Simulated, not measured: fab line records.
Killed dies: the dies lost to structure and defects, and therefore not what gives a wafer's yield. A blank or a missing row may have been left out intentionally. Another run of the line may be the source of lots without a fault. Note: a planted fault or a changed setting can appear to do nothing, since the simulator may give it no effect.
Struck lot and sound lot, side by side :: flow nand-harc :: 14 out of 1302 route steps
Sound: these wafers, L428.1, L428.4, L428.5. Wafers L447.1, L447.3, L447.6 were the ones struck. The cause is named last.
Per side, at each step with rows, come the tool, then ch with its chambers, and then its first start. Under that, the readings that differ: sound wafers :: struck wafers :: difference of the means :: sigmas: that difference in standard deviations of wafers without a fault.
alike: readings with means less than 2 such deviations apart, plus words and numbers identical on both sides. not compared: withheld readings, readings lacking a value on some wafer, bounds such as >300 that could conceal the same value, and numbers that have no deviation in the record and whose values overlap.
A row with sigmas, a row that says differs or no value, or rows on one side alone: a step with any of these is where the two part. Non-overlapping numbers with no deviation appear without sigmas and do not part them. A reading that every wafer of one side lacks parts them only if that side has two wafers or more.

first, 5 steps without rows for these wafers: NHARC_A_CONTACT_SOFTBAKE_37 (time 55 s); NHARC_A_CONTACT_EBR_38; NHARC_A_CONTACT_EXPOSE_39 (exposes mask A CC 3); NHARC_A_CONTACT_PEB_40 (peb time 65 s); NHARC_A_CONTACT_DEVELOP_41 (develop time 35 s).
NHARC_A_CONTACT_CD_MEAS_42: target cd 300 nm.
  sound on cd-sem-03 ch 0, day 21 19:03; struck on cd-sem-02 ch 0, day 30 06:31
reading: cd-nm (nm)
sound: 300.9 300.9 301.9
struck: 299.0 299.8 299.0
difference: -2.0
sigmas: -3
NHARC_A_CONTACT_OVL_MEAS_43:
  sound: overlay-02 at day 21 19:08; struck: overlay-01 at day 30 06:36
reading: overlay-x-nm (nm)
sound: 1.7 2.0 2.3
struck: -0.1 0.0 -0.8
difference: -2.3
sigmas: -3

reading: overlay-y-nm (nm)
sound: -2.1 -2.1 -1.8
struck: 1.5 1.5 1.7
difference: +3.6
sigmas: +4
NHARC_A_CONTACT_INSPECT_44:
  sound: defect-inspect-02 at day 21 19:10; struck: defect-inspect-01 at day 30 06:38
  alike: raw-defect-count
NHARC_A_CONTACT_DESCUM_47: chemistry O2, time 3 s.
  sound on rie-diel-11 ch 0,3, day 21 19:14; struck on rie-diel-11 ch 1,2, day 30 06:42
  alike: drypump-motor-current-A, o2-flow-sccm, oes-product-au, rf-vpp-V, showerhead-plenum-p-Torr, throttle-valve-pct
  not compared: rf-hours-counter-h
NHARC_A_CONTACT_ETCH_48: etches the open film in CF4, target depth 39 nm, time 65 s.
  sound on rie-diel-11 ch 0,3, day 21 19:19; struck on rie-diel-11 ch 0,3, day 30 06:48
  alike: drypump-motor-current-A, oes-product-au, rf-vpp-V, run-length-s, showerhead-plenum-p-Torr, throttle-valve-pct
  not compared: rf-hours-counter-h
NHARC_A_CONTACT_ETCH_49: etches the open film in N2/H2, target depth 260 nm, time 475.3 s.
  sound: rie-diel-11 ch 1,2,3; struck: rie-diel-11 ch 0,3
  alike: drypump-motor-current-A, oes-product-au, rf-vpp-V, run-length-s, showerhead-plenum-p-Torr, throttle-valve-pct
  not compared: rf-hours-counter-h
NHARC_A_CONTACT_ETCH_50: etches the open film in CF4/CHF3, target depth 121 nm, time 60.5 s.
  sound: rie-diel-11 ch 1,3; struck: rie-diel-11 ch 2,3
  alike: drypump-motor-current-A, oes-product-au, rf-vpp-V, run-length-s, showerhead-plenum-p-Torr, throttle-valve-pct
  not compared: rf-hours-counter-h
NHARC_A_CONTACT_ETCH_51: etches the open film in O2/COS, target depth 7000 nm, time 1820 s.
  sound on rie-diel-11 ch 0,1,3, day 21 20:02; struck on rie-diel-11 ch 0,1,2, day 30 07:30
reading: run-length-s (s)
sound: 1840.9 1841.5 1841.3
struck: 1683.4 1683.6 1683.2
difference: -157.8
sigmas: -99 or more
  alike: drypump-motor-current-A, o2-flow-sccm, oes-product-au, rf-vpp-V, showerhead-plenum-p-Torr, throttle-valve-pct
  not compared: rf-hours-counter-h
NHARC_A_CONTACT_ETCH_111: etches the open film in C4F8/O2/Ar, time 140 s, target depth 700 nm.
  sound on har-cap-etch-02 ch 0,1, day 21 21:17; struck on har-cap-etch-02 ch 1, day 30 08:44
  alike: run-length-s
  not compared: rf-hours-counter-h

WHERE THEY PART
Last at NHARC_A_CONTACT_ETCH_51 as far as this record goes, first at NHARC_A_CONTACT_CD_MEAS_42. Later steps at which nothing parts them and some readings are alike: NHARC_A_CONTACT_ETCH_111.

WHY: what the simulator had put in
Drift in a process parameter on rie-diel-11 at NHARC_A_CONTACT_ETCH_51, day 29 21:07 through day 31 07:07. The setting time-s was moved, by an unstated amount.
